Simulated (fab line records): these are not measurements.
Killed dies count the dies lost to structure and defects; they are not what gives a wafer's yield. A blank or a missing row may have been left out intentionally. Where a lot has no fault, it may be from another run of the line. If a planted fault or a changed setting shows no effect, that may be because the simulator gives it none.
Which tool was responsible? | flow n5_finfet | 8 lots with 24 wafers sampled at 6 steps, on a route of 1938 steps

WHAT EACH GAUGE READ, for each wafer
N5_BEOL_M2_OVL_MEAS_12. Usual: M2_OVL gives 0.1 nm (standard deviation 0.61).
lot  | measured     | on         | M2_OVL (nm)    | flag
L325 | day 7 13:34  | overlay-02 | 0.3 0.1 0.5    |
L329 | day 9 00:42  | overlay-01 | 0.7 0.6 0.0    |
L331 | day 9 04:53  | overlay-02 | -0.7 -0.5 -0.8 |
L332 | day 9 11:42  | overlay-02 | 0.9 -0.6 0.3   |
L338 | day 10 14:49 | overlay-01 | 0.9 0.8 0.1    |
L339 | day 10 20:46 | overlay-01 | -1.6 -1.1 0.0  |
L340 | day 11 23:44 | overlay-02 | 0.7 0.4 1.8    |
L344 | day 12 03:49 | overlay-01 | 1.5 0.2 0.9    |

N5_BEOL_M4_RC_MEAS_101. Usual: DIBL_N 36.8 mV/V, standard deviation 1.9; DIBL_P 36.5 mV/V, standard deviation 2.1; IOFF_N 0.17 nA/um, standard deviation 0.038; IOFF_P 0.22 nA/um, standard deviation 0.039; ION_N 675 uA/um, standard deviation 12; ION_P 463 uA/um, standard deviation 7.4; SS_N 71.6 mV/dec, standard deviation 0.71; SS_P 73.4 mV/dec, standard deviation 0.72; VT_N 249 mV, standard deviation 3.3; VT_P -250 mV, standard deviation 3.3.
lot  | measured     | on        | DIBL_N (mV/V)  | DIBL_P (mV/V)  | IOFF_N (nA/um) | IOFF_P (nA/um) | ION_N (uA/um) | ION_P (uA/um) | SS_N (mV/dec)  | SS_P (mV/dec)  | VT_N (mV)   | VT_P (mV)      | flag
L325 | day 9 05:13  | prober-01 | 34.9 35.7 32.1 | 33.1 34.4 30.7 | 0.12 0.13 0.10 | 0.15 0.16 0.13 | 653 665 645   | 449 455 447   | 71.0 71.1 70.5 | 72.1 72.6 72.0 | 254 255 255 | -257 -255 -255 |
L338 | day 13 04:44 | prober-02 | 36.2 38.4 34.2 | 35.5 37.3 32.5 | 0.13 0.16 0.11 | 0.18 0.20 0.14 | 676 667 673   | 461 454 456   | 71.8 72.5 71.4 | 73.3 73.9 72.3 | 253 252 254 | -256 -251 -257 |
L339 | day 14 01:32 | prober-01 | 41.5 37.3 36.6 | 43.1 37.8 36.4 | 0.26 0.15 0.14 | 0.28 0.19 0.17 | 693 673 672   | 473 458 455   | 73.3 71.5 71.4 | 75.2 74.0 73.0 | 244 253 254 | -251 -255 -256 |
L340 | day 14 21:08 | prober-02 | 36.7 39.4 39.3 | 36.4 38.8 39.0 | 0.19 0.23 0.24 | 0.22 0.25 0.25 | 697 711 712   | 480 477 474   | 71.0 70.9 71.5 | 73.7 73.0 74.3 | 246 242 244 | -250 -249 -249 |
L344 | day 14 21:04 | prober-01 | 36.3 36.0 35.1 | 35.6 34.3 33.1 | 0.14 0.12 0.12 | 0.21 0.19 0.18 | 661 661 654   | 463 462 457   | 71.8 70.5 70.5 | 72.3 72.2 72.3 | 252 254 254 | -248 -251 -250 |

EACH LOT AND THE TOOL THAT RAN IT (in order: tool; ch and the chambers of the sampled wafers; start)
lot  | N5_BEOL_M2_DESCUM_16               | N5_BEOL_M2_ETCH_74                 | N5_BEOL_M2_ETCH_69                | N5_BEOL_M2_ETCHBACK_99
L325 | rie_diel-04 ch 0,1, day 7 13:46    | rie_diel-04 ch 0,1, day 7 13:47    | rie_diel-01 ch 0,2, day 7 14:55   | rie_diel-03 ch 1,2,3, day 7 20:00
L329 | rie_diel-01 ch 1,2,3, day 9 00:49  | rie_diel-01 ch 1,2,3, day 9 00:50  | rie_diel-03 ch 0,1,3, day 9 01:44 | rie_diel-01 ch 1,3, day 9 04:55
L331 | rie_diel-04 ch 0,1,3, day 9 05:10  | rie_diel-04 ch 0,1,3, day 9 05:11  | rie_diel-03 ch 1,2, day 9 06:05   | rie_diel-01 ch 0,1,3, day 9 23:26
L332 | rie_diel-04 ch 0,3, day 9 11:48    | rie_diel-04 ch 0,3, day 9 11:50    | rie_diel-01 ch 0,1, day 9 12:51   | rie_diel-01 ch 0,1, day 10 02:13
L338 | rie_diel-01 ch 1,3, day 10 14:56   | rie_diel-01 ch 1,3, day 10 14:58   | rie_diel-03 ch 2,3, day 10 16:08  | rie_diel-04 ch 0,2, day 10 20:01
L339 | rie_diel-03 ch 0,2,3, day 10 20:51 | rie_diel-03 ch 0,2,3, day 10 20:53 | rie_diel-01 ch 0,1, day 10 22:04  | rie_diel-03 ch 0,1,2, day 11 14:53
L340 | rie_diel-03 ch 1,2,3, day 11 23:50 | rie_diel-03 ch 1,2,3, day 11 23:52 | rie_diel-01 ch 0,2, day 12 00:46  | rie_diel-01 ch 0,2, day 12 19:21
L344 | rie_diel-04 ch 0,1,3, day 12 03:54 | rie_diel-04 ch 0,1,3, day 12 03:56 | rie_diel-03 ch 1,3, day 12 04:49  | rie_diel-04 ch 1,3, day 13 05:49
- N5_BEOL_M2_DESCUM_16: chemistry O2, time 7 s.
- N5_BEOL_M2_ETCH_74: etches underlayer in N2/H2, target depth 6.5 nm, time 5.2 s.
- N5_BEOL_M2_ETCH_69: etches SiARC in CF4, target depth 15.6 nm, time 26 s.
- N5_BEOL_M2_ETCHBACK_99: etches SiO2 in CHF3, target depth 5 nm, time 10.4 s.

WHAT THE TOOLS THEMSELVES READ (means of the sampled wafers that have a number; where no wafer has one, the mark that the record gives instead)
N5_BEOL_M2_DESCUM_16. Usual: drypump_motor_current_A 5.49 A, standard deviation 0.29; oes_product_au 0.78 a.u., standard deviation 0.096; rf_vpp_V 243.0 V, standard deviation 1.5; showerhead_plenum_p_Torr 2.08 Torr, standard deviation 0.078; throttle_valve_pct 20.34 %, standard deviation 0.21.
lot  | tool        | drypump_motor_current_A (A) | oes_product_au (a.u.) | rf_vpp_V (V) | showerhead_plenum_p_Torr (Torr) | throttle_valve_pct (%) | flag
L325 | rie_diel-04 | 5.79                        | 0.72                  | 242.0        | 2.01                            | 20.31                  |
L329 | rie_diel-01 | 5.55                        | 0.76                  | 242.2        | 2.00                            | 20.34                  |
L331 | rie_diel-04 | 5.56                        | 0.72                  | 242.5        | 2.04                            | 20.34                  |
L332 | rie_diel-04 | 5.33                        | 0.72                  | 243.2        | 2.07                            | 20.36                  |
L338 | rie_diel-01 | 5.38                        | 0.79                  | 242.7        | 2.01                            | 20.24                  |
L339 | rie_diel-03 | 5.41                        | 0.87                  | 244.9        | 2.17                            | 20.35                  |
L340 | rie_diel-03 | 5.41                        | 0.88                  | 244.8        | 2.17                            | 20.53                  |
L344 | rie_diel-04 | 5.54                        | 0.71                  | 242.7        | 2.03                            | 20.39                  |

N5_BEOL_M2_ETCH_74. Usual: bias_w 150.0 W, standard deviation 0.48; chamber_pressure_mTorr 30.00 mTorr, standard deviation 0.039; drypump_motor_current_A 5.49 A, standard deviation 0.29; etch_rf_on_time_s 5.23 s, standard deviation 0.14; oes_product_au 0.66 a.u., standard deviation 0.081; rf_vpp_V 523.6 V, standard deviation 2.8; showerhead_plenum_p_Torr 2.53 Torr, standard deviation 0.09; throttle_valve_pct 17.80 %, standard deviation 0.21.
lot  | tool        | bias_w (W) | chamber_pressure_mTorr (mTorr) | drypump_motor_current_A (A) | etch_rf_on_time_s (s) | oes_product_au (a.u.) | rf_vpp_V (V) | showerhead_plenum_p_Torr (Torr) | throttle_valve_pct (%) | flag
L325 | rie_diel-04 | 150.2      | 29.97                          | 5.80                        | 5.22                  | 0.62                  | 522.4        | 2.46                            | 17.83                  |
L329 | rie_diel-01 | 149.9      | 30.01                          | 5.56                        | 5.24                  | 0.65                  | 520.5        | 2.43                            | 17.74                  |
L331 | rie_diel-04 | 150.3      | 30.03                          | 5.55                        | 5.21                  | 0.61                  | 523.1        | 2.50                            | 17.94                  |
L332 | rie_diel-04 | 149.7      | 29.99                          | 5.32                        | 5.26                  | 0.62                  | 524.1        | 2.53                            | 18.00                  |
L338 | rie_diel-01 | 150.7      | 30.01                          | 5.41                        | 5.23                  | 0.68                  | 522.2        | 2.44                            | 17.62                  |
L339 | rie_diel-03 | 150.2      | 29.98                          | 5.39                        | 5.10                  | 0.74                  | 525.0        | 2.62                            | 17.71                  |
L340 | rie_diel-03 | 149.8      | 30.00                          | 5.41                        | 5.11                  | 0.75                  | 526.1        | 2.62                            | 17.86                  |
L344 | rie_diel-04 | 150.1      | 30.01                          | 5.56                        | 5.26                  | 0.60                  | 522.5        | 2.48                            | 17.97                  |

N5_BEOL_M2_ETCH_69. Usual: bias_w 36.02 W, standard deviation 0.095; cf4_flow_sccm 100.1 sccm, standard deviation 0.37; drypump_motor_current_A 5.48 A, standard deviation 0.28; etch_rf_on_time_s 26.0 s, standard deviation 0.81; oes_product_au 0.66 a.u., standard deviation 0.083; rf_vpp_V 183.9 V, standard deviation 1; showerhead_plenum_p_Torr 2.12 Torr, standard deviation 0.071; throttle_valve_pct 15.54 %, standard deviation 0.2.
lot  | tool        | bias_w (W) | cf4_flow_sccm (sccm) | drypump_motor_current_A (A) | etch_rf_on_time_s (s) | oes_product_au (a.u.) | rf_vpp_V (V) | showerhead_plenum_p_Torr (Torr) | throttle_valve_pct (%) | flag
L325 | rie_diel-01 | 36.02      | 99.9                 | 5.63                        | 26.8                  | 0.62                  | 183.5        | 2.10                            | 15.70                  |
L329 | rie_diel-03 | -          | -                    | -                           | -                     | -                     | -            | -                               | -                      | OFF
L331 | rie_diel-03 | -          | -                    | -                           | -                     | -                     | -            | -                               | -                      | OFF
L332 | rie_diel-01 | -          | -                    | -                           | -                     | -                     | -            | -                               | -                      | OFF
L338 | rie_diel-03 | 35.97      | 100.0                | 5.27                        | 24.8                  | 0.73                  | 184.8        | 2.19                            | 15.55                  |
L339 | rie_diel-01 | 35.93      | 100.3                | 5.53                        | 26.9                  | 0.57                  | 184.2        | 2.08                            | 15.65                  |
L340 | rie_diel-01 | 35.93      | 100.3                | 5.63                        | 27.0                  | 0.60                  | 182.9        | 2.09                            | 15.76                  |
L344 | rie_diel-03 | 35.95      | 100.4                | 5.70                        | 24.8                  | 0.78                  | 184.7        | 2.18                            | 15.51                  |

N5_BEOL_M2_ETCHBACK_99. Usual: drypump_motor_current_A 5.47 A, standard deviation 0.28; oes_product_au 0.79 a.u., standard deviation 0.1; rf_vpp_V 237 V, standard deviation 4.1; showerhead_plenum_p_Torr 2.14 Torr, standard deviation 0.081; throttle_valve_pct 16.98 %, standard deviation 0.23.
lot  | tool        | drypump_motor_current_A (A) | oes_product_au (a.u.) | rf_vpp_V (V) | showerhead_plenum_p_Torr (Torr) | throttle_valve_pct (%) | flag
L325 | rie_diel-03 | 5.40                        | 0.82                  | 234          | 2.24                            | 17.12                  |
L329 | rie_diel-01 | 5.52                        | 0.28                  | 240          | 2.05                            | 16.94                  | OFF
L331 | rie_diel-01 | 5.39                        | 0.28                  | 239          | 2.11                            | 16.97                  | OFF
L332 | rie_diel-01 | 5.54                        | 0.26                  | 242          | 2.09                            | 17.05                  | OFF
L338 | rie_diel-04 | 5.49                        | 0.78                  | 235          | 2.12                            | 16.90                  |
L339 | rie_diel-03 | 5.55                        | 0.91                  | 238          | 2.24                            | 16.90                  |
L340 | rie_diel-01 | 5.47                        | 0.68                  | 240          | 2.15                            | 17.18                  |
L344 | rie_diel-04 | 5.67                        | 0.70                  | 241          | 2.07                            | 17.16                  |

THE ANSWER, worked out from the rows above alone
Rule: a lot is off if the mean of its wafers that have a number lies more than 3 standard deviations from the usual mean. Also off: a lot with no number at a reading for which 4 or more lots have one. Where the step has rows for the other lots, those lots are counted as sound. First the gauges in route order, then the tools' own readings, where a lot's mean is used as printed above. At the first step where some lot is off, the reading lying furthest off is the one used; lots without a number count as furthest.
Off: L329, L331, L332 (N5_BEOL_M2_ETCH_69, bias_w). Without a number there: L329, L331, L332.
If a tool, at that step or one of the process steps before it, ran each lot that is off and ran no sound lot following the first of them, it fits. Not one of the candidates tried fits.

WHAT THE SIMULATOR PUT IN
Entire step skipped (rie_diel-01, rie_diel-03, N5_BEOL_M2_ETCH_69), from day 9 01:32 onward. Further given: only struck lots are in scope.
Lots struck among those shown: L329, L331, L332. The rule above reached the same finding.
